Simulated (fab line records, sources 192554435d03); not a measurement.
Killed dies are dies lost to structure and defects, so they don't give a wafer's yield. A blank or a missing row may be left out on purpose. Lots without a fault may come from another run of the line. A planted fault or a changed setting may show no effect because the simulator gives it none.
Chamber matching | flow n5_finfet | N5_HKMG_FIN_DESCUM_17 on rie_diel-05: 4 sister chambers
The step chemistry O2, time 7.9 s. 16 wafers are shown with their chamber, then 8 later ones without.

WAFERS WITH THEIR CHAMBER
wafer  | chamber | drypump_motor_current_A (A) | throttle_valve_pct (%) | showerhead_plenum_p_Torr (Torr)
L074.3 | 0       | 5.7                         | 20.05                  | 2.23
L074.4 | 3       | 6.7                         | 20.67                  | 2.00
L074.5 | 1       | 6.2                         | 20.78                  | 1.97
L075.1 | 2       | 5.8                         | 20.00                  | 2.11
L075.4 | 1       | 6.2                         | 20.77                  | 1.97
L075.5 | 2       | 5.8                         | 20.00                  | 2.11
L076.2 | 3       | 6.7                         | 20.68                  | 2.00
L076.5 | 3       | 6.7                         | 20.68                  | 2.00
L076.6 | 2       | 5.7                         | 20.03                  | 2.11
L079.2 | 2       | 5.8                         | 20.01                  | 2.11
L079.3 | 0       | 5.7                         | 20.02                  | 2.23
L079.4 | 1       | 6.2                         | 20.79                  | 1.97
L084.1 | 0       | 5.7                         | 20.07                  | 2.22
L084.3 | 1       | 6.2                         | 20.52                  | 2.24
L084.5 | 3       | 6.7                         | 20.38                  | 2.26
L085.2 | 2       | 5.8                         | 20.01                  | 2.11

SIGNATURES (means of the wafers above)
reading                  | chamber 0 | chamber 1 | chamber 2 | chamber 3 | scatter within a chamber
drypump_motor_current_A  | 5.700     | 6.200     | 5.780     | 6.700     | 0.0258
throttle_valve_pct       | 20.0467   | 20.7150   | 20.0100   | 20.6025   | 0.0995
showerhead_plenum_p_Torr | 2.2267    | 2.0375    | 2.1100    | 2.0650    | 0.0937
Rule: a wafer's distance from a chamber is the root of the sum, over the readings, of the square of ((its reading less the chamber's mean) divided by the reading's scatter). The wafer belongs to the nearest chamber; if the next one is less than 2 further off, it can't be placed. The scatter: the root of (the sum of the squares of (reading less its chamber's mean) over the shown wafers, divided by (wafers less chambers)).

WAFERS WITHOUT THEIR CHAMBER
wafer  | drypump_motor_current_A (A) | throttle_valve_pct (%) | showerhead_plenum_p_Torr (Torr)
L085.3 | 6.2                         | 20.52                  | 2.24
L085.6 | 5.7                         | 20.07                  | 2.22
L089.1 | 6.1                         | 20.53                  | 2.23
L089.2 | 5.7                         | 20.05                  | 2.10
L089.5 | 6.7                         | 20.39                  | 2.26
L091.3 | 6.7                         | 20.40                  | 2.25
L091.4 | 5.7                         | 20.08                  | 2.22
L091.6 | 6.2                         | 20.54                  | 2.23

WHICH CHAMBER EACH WENT THROUGH
wafer  | from the rows above     | in truth
L085.3 | 1                       | 1
L085.6 | 0                       | 0
L089.1 | 1                       | 1
L089.2 | can't be placed: 0 or 2 | 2
L089.5 | 3                       | 3
L091.3 | 3                       | 3
L091.4 | 0                       | 0
L091.6 | 1                       | 1
Placed correctly: 7 of 8. Can't be placed from these rows: 1 (the true chamber is among the candidates in 1). Placed wrongly: 0.
